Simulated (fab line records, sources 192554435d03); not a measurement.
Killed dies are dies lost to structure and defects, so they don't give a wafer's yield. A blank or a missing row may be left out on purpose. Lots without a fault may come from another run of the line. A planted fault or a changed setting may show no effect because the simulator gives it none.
A struck lot beside a sound one | flow n5_finfet | 14 steps out of a route of 1938
Sound: wafers L832.2, L832.4, L832.6. Struck: wafers L839.3, L839.5. (L839.1 of the same lot was not struck and is left out.) The cause comes at the end.
At each step with rows: each side's tool, then ch and its chambers, then its first start. Under that, the readings that differ: sound wafers | struck wafers | difference of the means | sigmas: that difference in standard deviations of wafers without a fault.
alike: readings whose means differ by less than 2 such deviations, and words and numbers that are the same on both sides. not compared: withheld readings, readings that some wafer has no value for, bounds like >300 that may hide the same value, and numbers for which the record gives no deviation and whose values overlap.
The two part at a step that has a row with sigmas, a row that says differs or no value, or rows on one side only. Numbers that don't overlap but have no deviation are shown without sigmas and don't part them. A reading that every wafer of one side lacks parts them only if that side has two wafers or more.

first, 1 step without rows for these wafers: N5_HKMG_FIN_ETCHBACK_68 (etches the open film in Cl2/Ar, stops on HfO2, target depth 0.5 nm).
N5_HKMG_FIN_STRIP_69: strips in N2/H2, time 360 s.
  sound on plasma_asher-02 ch 0,1, day 5 06:34; struck on plasma_asher-01 ch 1, day 7 04:52
  alike: drypump_motor_current_A, heater_power_w
  not compared: rf_hours_counter_h
then, 1 step without rows for these wafers: N5_HKMG_FIN_ALD_21 (deposits TiN, target thk 1.5 nm, pulse time 1 s, purge time 3 s).
N5_HKMG_FIN_ALD_72: deposits W, target thk 2 nm, pulse time 1 s, purge time 2 s.
  sound on cvd_w-02 ch 0,1, day 5 07:18; struck on cvd_w-01 ch 0, day 7 05:37
  reading            | sound       | struck  | difference | sigmas
  heater_power_w (W) | 530 523 533 | 448 443 | -83        | -2
  alike: precursor_pulse_height_rel
  not compared: since_wet_clean_h
then, 4 steps without rows for these wafers: N5_HKMG_FIN_W_FILL_22 (material W, target thk 60 nm, time 18.2 s); N5_HKMG_FIN_PRECLEAN_83 (cleans in DIW, time 57.5 s); N5_HKMG_FIN_SRD_84 (dry time 32 s); N5_HKMG_FIN_CMP_23 (polishes, stops on SiNx, t overpolish 10 s, target thk 46.326 nm).
N5_HKMG_FIN_CMP_94: polishes, stops on SiNx, t overpolish 4.7 s, target thk 43.299 nm.
  sound on cmp-01 ch 0,2,3, day 5 08:58; struck on cmp-04 ch 0, day 7 06:18
  alike: motor_current_A
N5_HKMG_FIN_INSPECT_28: inspects for defects (darkfield).
  sound on defect_inspect-02, day 5 09:09; struck on defect_inspect-01, day 7 06:30
  alike: raw_defect_count
N5_GATE_CUT_ETCHBACK_00: etches W in SF6/Cl2.
  sound on rie_metal-02 ch 0,1, day 5 09:11; struck on rie_metal-02 ch 1, day 7 06:32
  alike: bias_w, drypump_motor_current_A, oes_product_au, throttle_valve_pct
  not compared: rf_hours_counter_h
N5_GATE_CUT_ETCH_56: etches TiN in Cl2/Ar, target depth 21.6 nm.
  sound on rie_metal-02 ch 0,1, day 5 09:18; struck on rie_metal-02 ch 1, day 7 06:39
  reading                  | sound             | struck      | difference | sigmas
  rf_fwd_power_W (W)       | 598.9 598.7 596.6 | 447.9 448.3 | -150.0     | -71
  model.etch.depth_nm (nm) | 21.58 22.39 21.56 | 17.85 17.79 | -4.02      |
  alike: bias_w, drypump_motor_current_A, oes_product_au, throttle_valve_pct
  not compared: rf_hours_counter_h
N5_GATE_CUT_ETCHBACK_30: etches TiN in Cl2/Ar, target depth 3 nm.
  sound on rie_metal-02 ch 0,1, day 5 09:23; struck on rie_metal-02 ch 1, day 7 06:44
  alike: bias_w, drypump_motor_current_A, oes_product_au, throttle_valve_pct
  not compared: rf_hours_counter_h
-- the record jumps here: 6 days lie between the struck wafers' starts before and after (it left off in module GATE_CUT and takes up again in module BEOL_M4, whose first step shown is number 1111 of the route) --
N5_BEOL_M4_RC_MEAS_101:
  sound on prober-02 ch 0, day 8 18:12; struck on prober-01 ch 0, day 13 07:28
  alike: DIBL_N, DIBL_P, IOFF_N, IOFF_P, ION_N, ION_P, SS_N, SS_P, VT_N, VT_P

WHERE THEY PART
First at N5_HKMG_FIN_ALD_72; last, within this record, at N5_GATE_CUT_ETCH_56. Later steps at which nothing parts them and some readings are alike: N5_GATE_CUT_ETCHBACK_30, N5_BEOL_M4_RC_MEAS_101.

WHY: what the simulator had put in
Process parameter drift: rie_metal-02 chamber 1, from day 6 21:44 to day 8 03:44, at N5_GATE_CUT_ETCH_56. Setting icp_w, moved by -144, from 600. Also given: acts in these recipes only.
